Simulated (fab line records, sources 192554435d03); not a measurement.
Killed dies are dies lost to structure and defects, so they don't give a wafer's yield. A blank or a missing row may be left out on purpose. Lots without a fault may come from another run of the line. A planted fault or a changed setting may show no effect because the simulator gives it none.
Chamber matching | flow n5_finfet | N5_GATE_CUT_ETCH_36 on rie_diel-06: 4 sister chambers
The step etches SiARC in CF4, target depth 13 nm, time 21.7 s. 8 wafers are shown with their chamber, then 9 later ones without.

WAFERS WITH THEIR CHAMBER
wafer  | chamber | showerhead_plenum_p_Torr (Torr) | throttle_valve_pct (%)
L081.3 | 3       | 2.21                            | 15.46
L081.4 | 2       | 2.26                            | 15.34
L083.1 | 2       | 2.25                            | 15.36
L083.6 | 1       | 2.10                            | 15.23
L084.6 | 3       | 2.21                            | 15.48
L085.4 | 0       | 2.04                            | 15.69
L085.5 | 1       | 2.09                            | 15.25
L085.6 | 0       | 2.04                            | 15.69

WAFERS WITHOUT THEIR CHAMBER
wafer  | showerhead_plenum_p_Torr (Torr) | throttle_valve_pct (%)
L093.1 | 2.20                            | 15.51
L093.3 | 2.04                            | 15.71
L093.4 | 2.09                            | 15.27
L094.1 | 2.03                            | 15.72
L094.5 | 2.03                            | 15.72
L094.6 | 2.20                            | 15.52
L097.2 | 2.09                            | 15.30
L097.3 | 2.03                            | 15.73
L097.6 | 2.09                            | 15.31

WHICH CHAMBER EACH WENT THROUGH
wafer  | from the rows above | in truth
L093.1 | 3                   | 3
L093.3 | 0                   | 0
L093.4 | 1                   | 1
L094.1 | 0                   | 0
L094.5 | 0                   | 0
L094.6 | 3                   | 3
L097.2 | 1                   | 1
L097.3 | 0                   | 0
L097.6 | 1                   | 1
Placed correctly: 9 of 9. Can't be placed from these rows: 0. Placed wrongly: 0.
How it was worked out, from the rows above alone: a wafer's distance from a chamber is the root of the sum, over the readings, of the square of ((its reading less the chamber's mean) divided by the reading's scatter). The wafer belongs to the nearest chamber; if the next one is less than 2 further off, it can't be placed. A chamber's mean is the mean of its shown wafers. The scatter: the root of (the sum of the squares of (reading less its chamber's mean) over the shown wafers, divided by (wafers less chambers)).
